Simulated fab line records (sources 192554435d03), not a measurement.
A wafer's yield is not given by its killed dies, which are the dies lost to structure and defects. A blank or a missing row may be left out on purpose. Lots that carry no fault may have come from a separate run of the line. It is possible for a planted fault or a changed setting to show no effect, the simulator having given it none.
Matching of chambers | flow n5Finfet | 3 sister chambers for N5_BEOL_M6_PECVD_70 on pecvd-02
The step deposits SiO2 from TEOS/O2, target thk 20 nm, time 22.7 s. 6 wafers are shown with their chamber, then 12 later ones without.

## WAFERS, EACH WITH ITS CHAMBER
wafer  | chamber | showerheadPlenumPTorr (Torr) | throttleValvePct (%)
L085.1 | 1       | 8.71                         | 21.3
L085.3 | 0       | 8.74                         | 21.7
L085.6 | 2       | 8.82                         | 21.9
L087.1 | 2       | 8.82                         | 21.8
L087.4 | 1       | 8.68                         | 21.2
L087.5 | 0       | 8.77                         | 21.4

## WAFERS MISSING THEIR CHAMBER
wafer  | showerheadPlenumPTorr (Torr) | throttleValvePct (%)
L088.1 | 8.75                         | 21.3
L088.3 | 8.79                         | 21.7
L088.6 | 8.85                         | 22.0
L089.1 | 8.68                         | 21.2
L089.3 | 8.82                         | 22.0
L089.5 | 8.75                         | 21.6
L092.4 | 8.82                         | 22.1
L092.5 | 8.76                         | 21.4
L092.6 | 8.69                         | 21.5
L096.2 | 8.82                         | 22.0
L096.4 | 8.81                         | 22.1
L096.6 | 8.71                         | 21.3

## EACH ONE'S CHAMBER
wafer  | from the rows above     | in truth
L088.1 | can't be placed: 0 or 1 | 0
L088.3 | can't be placed: 2 or 0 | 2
L088.6 | 2                       | 2
L089.1 | 1                       | 1
L089.3 | 2                       | 2
L089.5 | 0                       | 0
L092.4 | 2                       | 2
L092.5 | 0                       | 0
L092.6 | can't be placed: 1 or 0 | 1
L096.2 | 2                       | 2
L096.4 | 2                       | 2
L096.6 | 1                       | 1
9 of 12 placed correctly. From these rows, 3 cannot be placed; in 3 the true chamber is one of the candidates. Wrongly placed: 0.
How it was worked out, from the rows above alone: a wafer's distance from a chamber is the root of the sum, over the readings, of the square of ((its reading less the chamber's mean) divided by the reading's scatter). The wafer belongs to the nearest chamber; if the next one is less than 2 further off, it can't be placed. Each chamber's mean is taken over the wafers shown for it. The scatter is the square root of a quotient: the sum, over the shown wafers, of each reading's squared deviation from its chamber's mean, divided by wafers minus chambers.
